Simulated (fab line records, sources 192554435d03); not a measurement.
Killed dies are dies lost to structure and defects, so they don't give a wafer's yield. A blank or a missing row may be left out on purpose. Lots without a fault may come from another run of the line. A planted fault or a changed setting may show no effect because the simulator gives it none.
Chamber matching | flow n5_finfet | N5_BEOL_M15_DEP_53 on pecvd-04: 3 sister chambers
The step deposits SiCN from 3MS/NH3, target thk 50 nm, time 17.8 s. 3 wafers are shown with their chamber, then 10 later ones without.

WAFERS WITH THEIR CHAMBER
wafer  | chamber | throttle_valve_pct (%)
L088.2 | 2       | 19.0
L088.4 | 1       | 17.8
L088.5 | 0       | 16.9

WAFERS WITHOUT THEIR CHAMBER
wafer  | throttle_valve_pct (%)
L088.6 | 19.1
L090.3 | 19.3
L090.4 | 19.4
L090.5 | 17.1
L091.1 | 17.0
L091.3 | 19.2
L091.5 | 17.1
L095.1 | 19.4
L095.5 | 19.4
L095.6 | 16.8

WHICH CHAMBER EACH WENT THROUGH
wafer  | from the rows above     | in truth
L088.6 | 2                       | 2
L090.3 | 2                       | 2
L090.4 | 2                       | 2
L090.5 | can't be placed: 0 or 1 | 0
L091.1 | 0                       | 0
L091.3 | 2                       | 2
L091.5 | can't be placed: 0 or 1 | 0
L095.1 | 2                       | 2
L095.5 | 2                       | 2
L095.6 | 0                       | 0
Placed correctly: 8 of 10. Can't be placed from these rows: 2 (the true chamber is among the candidates in 2). Placed wrongly: 0.
How it was worked out, from the rows above alone: a wafer's distance from a chamber is the root of the sum, over the readings, of the square of ((its reading less the chamber's mean) divided by the reading's scatter). The wafer belongs to the nearest chamber; if the next one is less than 2 further off, it can't be placed. A chamber's mean is the mean of its shown wafers. The scatter: with one shown wafer a chamber, the root of the mean of the squares of how far each hidden wafer lies from its nearest shown one.
